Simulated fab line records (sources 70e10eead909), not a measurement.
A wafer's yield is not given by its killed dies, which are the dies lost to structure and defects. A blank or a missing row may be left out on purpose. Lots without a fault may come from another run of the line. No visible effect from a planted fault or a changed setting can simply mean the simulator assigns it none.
A lot that was struck, set against a sound lot | flow nand-harc | 15 steps out of a route of 1159
Sound: the wafers L459.1, L459.2, L459.3. Struck: wafer L448.2; the same lot's L448.5 was not struck, so it is left out; see the end for the cause.
Each step with rows lists, per side, the tool, then ch with its chambers, then its first start. Under that, the readings that differ: sound wafers | struck wafers | difference of the means | sigmas: that difference in standard deviations of wafers without a fault.
alike: same words and numbers on both sides, and readings whose means sit less than 2 such deviations apart. not compared: any withheld reading, any reading some wafer has no value for, any bound like >300 that may hide the same value, and any number with overlapping values for which the record gives no deviation.
Wherever a step has rows on one side only, a row that says differs or no value, or a row with sigmas, the two part there. Non-overlapping numbers with no deviation appear without sigmas and do not part them. Lack of a reading on every wafer of one side parts them only where that side has two or more wafers.

first, 8 steps without rows for these wafers: NHARC_THIN_TSV_DEHYDRATE_25 (time 120 s); NHARC_THIN_TSV_HMDS_26 (time 30 s); NHARC_THIN_TSV_COAT_27; NHARC_THIN_TSV_SOFTBAKE_28 (time 95 s); NHARC_THIN_TSV_EBR_29; NHARC_THIN_TSV_EXPOSE_30 (exposes mask PAD); NHARC_THIN_TSV_PEB_31 (peb time 85 s); NHARC_THIN_TSV_DEVELOP_32 (time 70 s).
NHARC_THIN_TSV_CD_MEAS_33 targets a cd of 5000 nm.
  sound on cd-sem-01 ch 0, day 22 18:31; struck on cd-sem-02 ch 0, day 20 04:59
  alike: cd-nm
then, 1 step without rows for these wafers: NHARC_THIN_TSV_HARDBAKE_34 (time 80 s).
NHARC_THIN_TSV_DESCUM_35: chemistry O2, time 3 s.
  sound on rie-diel-10 ch 0,1,3, day 22 18:40; struck on rie-diel-02 ch 1, day 20 05:10
  reading                | sound    | struck | difference | sigmas
  rf-hours-counter-h (h) | 10 11 11 | 14     | +3         |
  alike: drypump-motor-current-A, oes-product-au, rf-vpp-V, showerhead-plenum-p-Torr, throttle-valve-pct
NHARC_THIN_TSV_ETCH_59: etches the open film in Cl2/BCl3, target depth 880 nm, time 138.1 s.
  sound on rie-metal-02 ch 0,1, day 22 18:48; struck on rie-metal-01 ch 0, day 20 05:20
  alike: drypump-motor-current-A, oes-product-au, throttle-valve-pct
  not compared: rf-hours-counter-h
NHARC_THIN_TSV_ETCH_36: etches the open film in Cl2/BCl3, target depth 65 nm, time 18.571 s.
  sound on rie-metal-02 ch 0,1, day 22 19:04; struck on rie-metal-01 ch 0, day 20 05:46
  reading               | sound             | struck | difference | sigmas
  oes-product-au (a.u.) | 1.008 1.005 0.993 | 0.857  | -0.145     | -20
  alike: drypump-motor-current-A
  not compared: rf-hours-counter-h
NHARC_THIN_TSV_STRIP_56: strips in O2.
  sound on plasma-asher-02 ch 0,1, day 22 19:10; struck on plasma-asher-02 ch 1, day 20 05:53
  alike: drypump-motor-current-A, heater-power-w
  not compared: rf-hours-counter-h
NHARC_END_SORT_01:
  sound on prober-01 ch 0, day 23 03:26; struck on prober-02 ch 0, day 21 01:06
  reading                  | sound          | struck | difference | sigmas
  defect-limited-yield (%) | 94.8 94.4 94.1 | 98.1   | +3.7       | +2
  killed-at-array          | 29 35 35       | 6      | -27        | -3
  killed-dies              | 35 38 40       | 13     | -25        | -2
  sort_bin_4_pct (%)       | 2.8 3.7 3.5    | 1.0    | -2.3       | -2
  sort-n-pass              | 642 639 637    | 664    | +25        | +2
  sort-rim-yield-pct (%)   | 89 95 87       | 97     | +7         | +2
  sort-yield-pct (%)       | 94.8 94.4 94.1 | 98.1   | +3.7       | +2
  alike: killed-at-other, killed-at-periphery, killed-open, killed-short, sort_bin_2_pct, sort_bin_3_pct

## WHERE THEY PART
First at NHARC_THIN_TSV_ETCH_36; last, within this record, at NHARC_END_SORT_01.

WHY: the cause the simulator had injected
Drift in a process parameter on rie-metal-01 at NHARC_THIN_TSV_ETCH_36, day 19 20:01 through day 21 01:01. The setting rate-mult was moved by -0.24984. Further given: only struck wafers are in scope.
